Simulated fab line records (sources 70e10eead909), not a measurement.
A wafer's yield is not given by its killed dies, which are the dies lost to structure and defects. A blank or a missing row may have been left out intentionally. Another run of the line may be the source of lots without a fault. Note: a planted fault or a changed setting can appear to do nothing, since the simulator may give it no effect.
fab line records	flow nandHarc
record: lots: 6	wafers: 18	lastDay: 33
route steps=1302 shown A_M0@1146 END@1302
lots that met no fault: from a run of the same line without faults
startH: the number of hours between the record's first day and the start of the first shown wafer of the lot	waitH: hours from the lot's prior step to this one	" same as the row above	L1.1+2: several wafers, shown together as one row	- no value, or no start given	* or withheld: withheld	< > ~ a bound
route shown NAME@n: names a module that has steps shown in the file, with the first one's number in the route	usual: mean and standard deviation over wafers with no fault	same: alike in all rows	chamber/n: place in a boat	sites: the reading at each site	_std_site: how widely they spread, as a standard deviation	_edge_site: mean of outer sites minus mean of inner sites	radiusMm: for every site, how far away it sits from the centre of the wafer	mask NAME#n: copy n	behind: the most recent tool/chamber to have shaped the wafer	hold: cause of the lot's hold/its duration in hours/its outcome	device: the transistor (n, p or np) that didn't switch	end of line: the same wafers' tests at the end of the route	step lacking rows: just its recipe	killed: dies lost to structure and defects at the first sort, not the wafer's yield	map: shows each die of a wafer: x if killed, . if not, _ if none is there
set.NAME: setting as actually run; set.NAME@STEP: the setting as run at that earlier step	model.NAME: the simulator's own value behind a step, which no gauge read
a table for each step, a row for each wafer; lots at some steps of the route
services: the hour from which a tool's chamber was out of use, counted from the record's first day as startH (under 0 if before that day), plus the number of hours and why
== steps ==
step: NHARC_A_M0_DEVELOP_08
recipe: developTimeS: 35	devTempC: 23
step: NHARC_A_M0_CD_MEAS_09
recipe: targetCdNm: 80	landingEnergyEv: 500
usual: cdNm: 79.9/0.52
lot.wafer	tool	chamber	startH	waitH	cdNm
L690.3	cdSem-02	0	550.14	-	80.9
L690.5	"	0	"	"	80.3
L690.6	"	0	"	"	80.5
L696.1	cdSem-01	0	645.34	-	79.2
L696.2	"	0	"	"	79.3
L696.3	"	0	"	"	78.6
L700.1	cdSem-01	0	665.79	-	79.9
L700.3	"	0	"	"	79.7
L700.6	"	0	"	"	80.2
L701.1	cdSem-02	0	666.88	-	80.7
L701.2	"	0	"	"	80.2
L701.4	"	0	"	"	80.9
L704.3	cdSem-01	0	700.78	-	79.6
L704.4	"	0	"	"	80.0
L704.6	"	0	"	"	79.9
L709.3	cdSem-02	0	755.23	-	80.5
L709.4	"	0	"	"	79.5
L709.6	"	0	"	"	80.5
step: NHARC_A_M0_OVL_MEAS_10
recipe: pitchNm: 160
usual: overlayXNm: 0.0/0.62	overlayYNm: 0.0/0.54
lot.wafer	tool	chamber	startH	waitH	overlayXNm	overlayYNm
L690.3	overlay-02	-	550.22	-	-0.9	0.6
L690.5	"	-	"	"	-0.9	0.6
L690.6	"	-	"	"	-0.5	0.4
L696.1	overlay-02	-	645.43	-	-0.4	0.1
L696.2	"	-	"	"	-0.4	0.4
L696.3	"	-	"	"	0.1	0.3
L700.1	overlay-01	-	665.88	-	-0.5	-0.1
L700.3	"	-	"	"	-1.0	-0.2
L700.6	"	-	"	"	-0.4	-0.5
L701.1	overlay-02	-	666.97	-	0.8	-0.2
L701.2	"	-	"	"	0.7	-0.3
L701.4	"	-	"	"	0.5	-0.2
L704.3	overlay-02	-	700.86	-	-0.3	-0.1
L704.4	"	-	"	"	-0.6	0.6
L704.6	"	-	"	"	-0.4	0.2
L709.3	overlay-02	-	755.32	-	-0.5	0.7
L709.4	"	-	"	"	0.2	-0.3
L709.6	"	-	"	"	0.5	0.4
step: NHARC_A_M0_INSPECT_11
usual: rawDefectCount: 85/31
lot.wafer	tool	chamber	startH	waitH	rawDefectCount
L690.3	defectInspect-02	-	550.26	0.0	62
L690.5	"	-	"	"	75
L690.6	"	-	"	"	67
L696.1	defectInspect-01	-	645.47	0.0	39
L696.2	"	-	"	"	36
L696.3	"	-	"	"	46
L700.1	defectInspect-02	-	665.92	0.0	122
L700.3	"	-	"	"	124
L700.6	"	-	"	"	104
L701.1	defectInspect-02	-	667.00	0.0	60
L701.2	"	-	"	"	59
L701.4	"	-	"	"	66
L704.3	defectInspect-02	-	700.90	0.0	61
L704.4	"	-	"	"	68
L704.6	"	-	"	"	63
L709.3	defectInspect-01	-	755.35	0.0	105
L709.4	"	-	"	"	102
L709.6	"	-	"	"	98
step: NHARC_A_M0_DESCUM_14
recipe: timeS: 3	o2FlowSccm: 200	arFlowSccm: 0	biasPowerW: 0	chemistry: O2
usual: drypumpMotorCurrentA: 5.7/0.42	oesProductAu: 0.999/0.0059	rfVppV: 57.7/0.94	showerheadPlenumPTorr: 1.92/0.078	throttleValvePct: 11.311/0.0092
lot.wafer	tool	chamber	startH	waitH	drypumpMotorCurrentA	oesProductAu	rfHoursCounterH	rfVppV	showerheadPlenumPTorr	throttleValvePct
L690.3	rieDiel-10	0	550.32	0.1	5.5	1.005	4.6	59.3	1.87	11.312
L690.5	"	0	"	"	5.6	0.991	-	56.7	1.87	11.310
L690.6	"	1	"	"	5.9	0.999	-	58.3	1.86	11.320
L696.3	rieDiel-04	1	645.53	0.1	5.6	1.005	5.4	58.8	1.93	11.320
L696.2	"	3	"	"	5.9	0.999	6.6	57.6	2.01	11.290
L696.1	"	0	"	"	4.9	1.013	6.0	58.3	1.86	11.298
L700.1	rieDiel-04	2	665.98	0.1	5.0	1.001	6.7	58.2	1.98	11.318
L700.3	"	1	"	"	5.5	1.012	6.2	57.6	1.92	11.312
L700.6	"	3	"	"	5.9	1.008	-	57.8	2.01	11.304
L701.2	rieDiel-10	1	667.06	0.1	5.8	1.004	3.0	57.2	1.86	11.311
L701.4	"	3	"	"	5.6	0.992	3.7	58.5	1.95	11.324
L701.1	"	0	"	"	5.6	1.001	3.3	56.8	1.86	11.321
L704.3	rieDiel-10	0	700.98	0.1	5.6	0.998	5.8	59.4	1.86	11.309
L704.4	"	1	"	"	5.9	1.004	5.9	57.3	1.86	11.324
L704.6	"	2	"	"	6.3	1.005	-	56.0	1.79	11.301
L709.3	rieDiel-10	0	755.42	0.1	5.6	1.001	7.5	56.8	1.86	11.311
L709.4	"	2	"	"	6.3	1.002	6.7	57.4	1.79	11.326
L709.6	"	3	"	"	5.6	0.992	-	57.4	1.95	11.322
step: NHARC_A_M0_ETCH_34
recipe: targetDepthA: 400	overetchA: 120	timeS: 43.94	ionEnergyEv: 200	n2FlowSccm: 150	h2FlowSccm: 150	arFlowSccm: 0	rfW: 400	biasW: 150	chemistry: N2/H2
usual: drypumpMotorCurrentA: 5.7/0.43	oesProductAu: 1.000/0.007	rfVppV: 430.5/2.5	showerheadPlenumPTorr: 2.04/0.085	throttleValvePct: 14.171/0.009
lot.wafer	tool	chamber	startH	waitH	drypumpMotorCurrentA	oesProductAu	rfHoursCounterH	rfVppV	showerheadPlenumPTorr	throttleValvePct
L690.3	rieDiel-10	0	550.42	0.1	5.6	0.993	4.7	428.9	1.99	14.170
L690.5	"	1	"	"	5.9	1.004	-	428.1	1.98	14.169
L690.6	"	2	"	"	6.3	1.000	-	428.0	1.91	14.160
L696.2	rieDiel-04	1	645.62	0.1	5.5	1.008	5.4	430.4	2.05	14.167
L696.3	"	2	"	"	5.0	1.006	5.5	433.2	2.12	14.174
L696.1	"	0	"	"	4.9	1.006	6.0	429.9	1.99	14.176
L700.3	rieDiel-04	1	666.08	0.1	5.5	1.000	6.2	431.0	2.05	14.164
L700.1	"	3	"	"	5.9	1.005	7.7	433.8	2.14	14.148
L700.6	"	1	"	"	5.5	0.992	-	430.7	2.05	14.167
L701.4	rieDiel-10	3	667.15	0.1	5.6	1.000	3.7	431.8	2.08	14.171
L701.1	"	0	"	"	5.6	1.004	3.3	429.3	1.99	14.167
L701.2	"	1	"	"	5.8	1.008	3.1	429.4	1.98	14.180
L704.3	rieDiel-10	1	701.06	0.1	5.9	1.003	5.9	429.7	1.98	14.169
L704.4	"	2	"	"	6.3	0.976	5.0	427.7	1.90	14.174
L704.6	"	3	"	"	5.6	0.986	-	430.9	2.08	14.167
L709.3	rieDiel-10	1	755.50	0.1	5.8	1.013	7.5	428.9	1.98	14.172
L709.4	"	0	"	"	5.6	1.005	7.5	430.2	1.98	14.174
L709.6	"	2	"	"	6.3	1.007	-	425.9	1.90	14.165
step: NHARC_A_M0_ETCH_15
recipe: targetDepthA: 1500	overetchA: 150	timeS: 82.5	c4f8FlowSccm: withheld	arFlowSccm: 400	rfW: 600	biasW: 300	chemistry: C4F8/Ar
usual: oesProductAu: 0.951/0.021	rfVppV: 441.0/2.5
lot.wafer	tool	chamber	startH	waitH	oesProductAu	rfHoursCounterH	rfVppV
L690.3	rieDiel-10	2	-	-	0.920	4.3	437.0
L690.6	"	3	"	"	0.925	-	442.7
L690.5	"	0	"	"	0.932	-	439.0
L696.1	rieDiel-04	2	-	-	0.946	5.5	442.1
L696.3	"	3	"	"	0.967	6.6	443.6
L696.2	"	0	"	"	0.985	6.0	439.4
L700.3	rieDiel-04	3	-	-	0.923	7.8	443.0
L700.1	"	1	"	"	0.928	6.3	441.4
L700.6	"	1	"	"	0.922	-	441.0
L701.4	rieDiel-10	3	-	-	0.974	3.7	442.0
L701.2	"	1	"	"	0.974	3.1	439.5
L701.1	"	2	"	"	0.955	2.7	437.1
L704.4	rieDiel-10	1	-	-	0.972	6.0	439.0
L704.3	"	3	"	"	0.945	6.2	443.2
L704.6	"	1	"	"	0.986	-	438.0
L709.3	rieDiel-10	0	-	-	0.934	7.5	438.1
L709.4	"	3	"	"	0.944	8.1	440.9
L709.6	"	1	"	"	0.961	-	439.5
step: NHARC_A_M0_CD_MEAS_16
usual: cdNm: 79.9/0.61
lot.wafer	tool	chamber	startH	waitH	cdNm
L690.3	cdSem-03	-	550.63	-	80.8
L690.5	"	-	"	"	80.4
L690.6	"	-	"	"	80.1
L696.1	cdSem-01	-	645.83	-	79.5
L696.2	"	-	"	"	79.4
L696.3	"	-	"	"	78.9
L700.1	cdSem-03	-	666.32	-	80.2
L700.3	"	-	"	"	79.0
L700.6	"	-	"	"	79.9
L701.1	cdSem-02	-	667.36	-	80.7
L701.2	"	-	"	"	80.3
L701.4	"	-	"	"	80.5
L704.3	cdSem-03	-	701.27	-	79.6
L704.4	"	-	"	"	80.1
L704.6	"	-	"	"	80.0
L709.3	cdSem-01	-	755.72	-	80.6
L709.4	"	-	"	"	79.7
L709.6	"	-	"	"	80.1
step: NHARC_A_M0_STRIP_18
recipe: powerW: 1000	n2FlowSccm: 150	h2FlowSccm: 150	arFlowSccm: 0	biasW: 0	chemistry: N2/H2
usual: drypumpMotorCurrentA: 5.7/0.46	oesProductAu: 1.000/0.0074	rfVppV: 90.6/0.97	showerheadPlenumPTorr: 2.04/0.082	throttleValvePct: 14.171/0.0091
lot.wafer	tool	chamber	startH	waitH	drypumpMotorCurrentA	oesProductAu	rfHoursCounterH	rfVppV	showerheadPlenumPTorr	throttleValvePct
L690.3	rieDiel-10	3	550.75	0.1	5.6	1.004	4.4	91.8	2.09	14.166
L690.5	"	1	"	"	5.8	0.994	-	89.9	1.98	14.181
L690.6	"	2	"	"	6.3	0.998	-	89.6	1.91	14.168
L696.2	rieDiel-10	2	645.90	0.1	6.3	0.998	2.1	90.3	1.91	14.177
L696.1	"	0	"	"	5.6	1.008	2.8	89.7	1.99	14.159
L696.3	"	1	"	"	5.8	1.012	2.5	90.7	1.98	14.179
L700.1	rieDiel-10	2	666.42	0.1	6.3	0.987	2.6	90.7	1.91	14.171
L700.3	"	0	"	"	5.6	0.988	3.3	89.6	1.99	14.172
L700.6	"	2	"	"	6.3	0.985	-	88.9	1.91	14.170
L701.2	rieDiel-10	2	667.44	0.1	6.3	1.004	2.7	89.7	1.91	14.157
L701.1	"	3	"	"	5.6	1.007	3.7	91.3	2.08	14.159
L701.4	"	1	"	"	5.9	1.012	3.1	90.2	1.98	14.181
L704.4	rieDiel-10	3	701.34	0.1	5.6	0.984	6.3	92.4	2.08	14.180
L704.3	"	2	"	"	6.3	1.002	5.0	90.0	1.90	14.171
L704.6	"	3	"	"	5.6	0.998	-	90.6	2.08	14.188
L709.3	rieDiel-04	2	755.84	0.1	5.0	1.001	2.4	90.4	2.11	14.171
L709.4	"	3	"	"	5.9	0.988	2.6	92.1	2.14	14.172
L709.6	"	0	"	"	4.9	0.998	-	89.5	1.98	14.169
step: NHARC_A_M0_STRIP_19
recipe: timeS: 600	tempC: 30	chemistry: postEtchResidueRemover
step: NHARC_A_M0_DEGAS_28
recipe: tempC: 250	timeS: 60
step: NHARC_A_M0_PRE_CLEAN_29
recipe: timeS: 30	tempC: 280	gas: H2/He
usual: heaterPowerW: 412/41
lot.wafer	tool	chamber	startH	waitH	heaterPowerW
L690.3	pvdSputter-03	-	-	-	512
L690.6	"	-	"	"	432
L690.5	"	-	"	"	354
L696.3	pvdSputter-01	-	-	-	479
L696.2	"	-	"	"	428
L696.1	"	-	"	"	430
L700.3	pvdSputter-01	-	-	-	477
L700.1	"	-	"	"	433
L700.6	"	-	"	"	426
L701.1	pvdSputter-02	-	-	-	370
L701.4	"	-	"	"	353
L701.2	"	-	"	"	425
L704.3	pvdSputter-02	-	-	-	361
L704.4	"	-	"	"	420
L704.6	"	-	"	"	359
L709.3	pvdSputter-01	-	-	-	404
L709.4	"	-	"	"	480
L709.6	"	-	"	"	422
step: NHARC_A_M0_PVD_20
recipe: targetThkA: 50	biasV: 168.6	powerW: 15000	chamberPressurePa: 0.12	timeS: 8.06	substrateTempC: 50	material: TaN
usual: chamberPressurePa: 0.11998/0.00026	throttleValvePct: 29.7/1.1	timeS: 8.06/0
lot.wafer	tool	chamber	startH	waitH	chamberPressurePa	throttleValvePct	timeS
L690.3	pvdSputter-03	-	551.37	-	0.11997	30.0	8.06
L690.5	"	-	"	"	0.12011	30.1	8.06
L690.6	"	-	"	"	0.11983	29.9	8.06
L696.2	pvdSputter-01	-	646.56	-	0.11966	31.0	8.06
L696.1	"	-	"	"	0.12019	32.0	8.06
L696.3	"	-	"	"	0.12005	29.5	9.4963
L700.1	pvdSputter-01	-	667.06	-	0.12052	29.3	8.06
L700.3	"	-	"	"	0.12008	30.8	9.4963
L700.6	"	-	"	"	0.1193	31.8	8.06
L701.1	pvdSputter-02	-	668.11	-	0.11982	29.2	8.06
L701.2	"	-	"	"	0.11991	29.1	8.06
L701.4	"	-	"	"	0.12036	29.4	8.06
L704.4	pvdSputter-02	-	702.01	-	0.12002	29.3	8.06
L704.3	"	-	"	"	0.11964	29.5	8.06
L704.6	"	-	"	"	0.11976	29.4	8.06
L709.4	pvdSputter-01	-	756.44	-	0.12006	29.6	8.06
L709.3	"	-	"	"	0.12008	29.5	8.06
L709.6	"	-	"	"	0.11979	29.5	8.06
step: NHARC_A_M0_PVD_21
recipe: targetThkA: 300	chamberPressurePa: 5	powerW: 5000	substrateTempC: 30	timeS: 20.49	material: Cu
step: NHARC_END_SORT_01
recipe: tempC: 25
usual: defectLimitedYield: 90.7/2.6	killedAtArray: 59/17	killedAtOther: 0.7/0.9	killedAtPeriphery: 3.6/2.3	killedDies: 63/18	killedOpen: 3.4/1.9	killedShort: 2.6/1.7
same: grossDies: 677
lot.wafer	tool	chamber	startH	waitH	defectLimitedYield[%]	killedAtArray	killedAtOther	killedAtPeriphery	killedDies	killedOpen	killedShort
L701.1	prober-01	0	704.53	2.5	92.8	45	0	4	49	1	2
L701.2	prober-01	0	705.33	2.8	92.8	45	0	4	49	4	4
L701.4	prober-01	0	706.92	3.4	91.3	58	0	1	59	4	2
L704.3	prober-01	0	753.80	3.1	93.1	45	0	2	47	1	1
L704.4	prober-01	0	754.60	3.4	92.2	46	2	5	53	2	5
L704.6	prober-01	0	756.19	4.0	91.4	55	1	2	58	2	8
killed by level:class
L701.1 A_CHANNEL_HOLE_D2:chamberFilmFlake=23 A_CHANNEL_HOLE_D1:chamberFilmFlake=9 A_CONTACT:chamberFilmFlake=4 A_STAIRCASE:chamberFilmFlake=3 A_DECK1_JOINT:chamberFilmFlake=2 P_GATE:geometricParticle:short=1 P_CONTACT:geometricParticle:open=1 A_CHANNEL_HOLE_D1:geometricParticle:short=1
L701.2 A_CHANNEL_HOLE_D2:chamberFilmFlake=19 A_CHANNEL_HOLE_D1:chamberFilmFlake=13 A_SLIT:chamberFilmFlake=3 A_ONON_D2:geometricParticle:open=2 A_ONON_D2:geometricParticle:short=2 P_ZERO_WELL:chamberFilmFlake=2 A_WL_FILL:chamberFilmFlake=2 P_GATE:geometricParticle:short=1
L701.4 A_CHANNEL_HOLE_D2:chamberFilmFlake=27 A_CHANNEL_HOLE_D1:chamberFilmFlake=9 A_CONTACT:chamberFilmFlake=8 A_WL_FILL:chamberFilmFlake=5 A_CHANNEL_FILL_D1:geometricParticle:open=2 A_SLIT:chamberFilmFlake=2 A_CHANNEL_FILL_D2:geometricParticle:short=2 P_GATE:geometricParticle:open=1
L704.3 A_CHANNEL_HOLE_D1:chamberFilmFlake=28 A_SLIT:chamberFilmFlake=8 A_CONTACT:chamberFilmFlake=4 P_ZERO_WELL:chamberFilmFlake=2 A_CHANNEL_HOLE_D1:geometricParticle:short=1 A_M1:geometricParticle:open=1 A_ZERO_WELL:chamberFilmFlake=1 A_CHANNEL_FILL_D1:chamberFilmFlake=1
L704.4 A_CHANNEL_HOLE_D1:chamberFilmFlake=30 A_SLIT:chamberFilmFlake=5 A_DECK1_JOINT:chamberFilmFlake=3 A_STAIRCASE:chamberFilmFlake=3 THIN_TSV:chamberFilmFlake=2 P_CONTACT:geometricParticle:open=1 P_M0:geometricParticle:open=1 P_M0:geometricParticle:short=1
L704.6 A_CHANNEL_HOLE_D1:chamberFilmFlake=32 A_SLIT:chamberFilmFlake=7 A_CONTACT:chamberFilmFlake=5 A_WL_FILL:geometricParticle:short=3 A_ONON_D2:geometricParticle:short=2 A_STAIRCASE:chamberFilmFlake=2 P_GATE:geometricParticle:short=1 A_ONON_D1:geometricParticle:open=1
== services ==
tool	chamber	startH	hours	kind
rieDiel-04	-	531.90	9.0	pm
rieDiel-10	2	534.59	5.0	repair
pvdSputter-03	-	557.91	10.0	pm
rieDiel-04	2	568.03	3.5	repair
rieDiel-10	3	574.85	7.8	repair
pvdSputter-01	-	590.74	10.0	pm
rieDiel-10	-	596.50	9.0	pm
rieDiel-04	0	613.01	8.8	repair
rieDiel-04	2	615.28	4.2	repair
rieDiel-04	1	616.44	17.4	repair
rieDiel-04	0	631.12	7.6	repair
rieDiel-04	3	631.85	4.4	repair
pvdSputter-02	-	632.49	0.8	repair
pvdSputter-02	-	638.00	10.0	pm
rieDiel-04	0	663.11	4.3	repair
pvdSputter-03	-	663.78	3.1	repair
pvdSputter-03	-	668.05	2.3	repair
rieDiel-04	-	675.13	0.4	repair
rieDiel-10	2	675.40	12.7	repair
pvdSputter-01	-	692.01	0.8	repair
rieDiel-04	-	708.90	9.0	pm
pvdSputter-01	-	718.81	1.5	repair
rieDiel-04	0	734.10	18.7	repair
pvdSputter-03	-	735.91	10.0	pm
== key ==
firstSign: step: NHARC_A_M0_PVD_20	reading: timeS	direction: up	sigmas: 99+	usual: *	struck: *
effect none on later readings
metAt NHARC_A_M0_PVD_20
struckWafers L696.3,L700.3
fault: kind: processParameterDrift	tool: pvdSputter-01	chamber: -	onsetH: 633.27	steps: NHARC_A_M0_PVD_20	channel: timeS	offset: *	shape: step	endH: 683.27	scope: struckWafersOnly	actsIn: *	stated: *
